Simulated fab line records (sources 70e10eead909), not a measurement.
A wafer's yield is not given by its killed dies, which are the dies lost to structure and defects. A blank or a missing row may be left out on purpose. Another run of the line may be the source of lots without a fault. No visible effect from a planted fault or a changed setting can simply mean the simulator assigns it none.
Matching of chambers    flow nand-harc    rie-diel-11 running NHARC_P_GATE_DESCUM_31: 4 sister chambers
The step chemistry O2, time 3 s. 4 wafers are shown with their chamber, then 7 later ones without.

== WAFERS WITH THEIR CHAMBER ==
wafer   chamber  showerhead-plenum-p-Torr (Torr)
L300.2  1        2.05
L300.4  0        2.03
L307.1  3        1.95
L307.3  2        1.81

== WAFERS MISSING THEIR CHAMBER ==
wafer   showerhead-plenum-p-Torr (Torr)
L307.5  2.03
L309.1  1.81
L309.4  2.04
L309.6  1.81
L314.2  2.02
L314.3  2.04
L314.5  2.02

== THE CHAMBER EACH PASSED THROUGH ==
wafer   from the rows above      in truth
L307.5  0                        0
L309.1  2                        2
L309.4  can't be placed: 1 or 0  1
L309.6  2                        2
L314.2  0                        0
L314.3  can't be placed: 1 or 0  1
L314.5  0                        0
5 of 7 placed correctly. These rows do not allow placing 2 (true chamber among the candidates in 2). Placed wrongly: 0.
How it was worked out, from the rows above alone: a wafer's distance from a chamber is the root of the sum, over the readings, of the square of ((its reading less the chamber's mean) divided by the reading's scatter). The wafer belongs to the nearest chamber; if the next one is less than 2 further off, it can't be placed. A chamber's mean is the mean of its shown wafers. The scatter: root of mean squared gap, hidden wafer to nearest shown wafer, with one shown wafer a chamber.
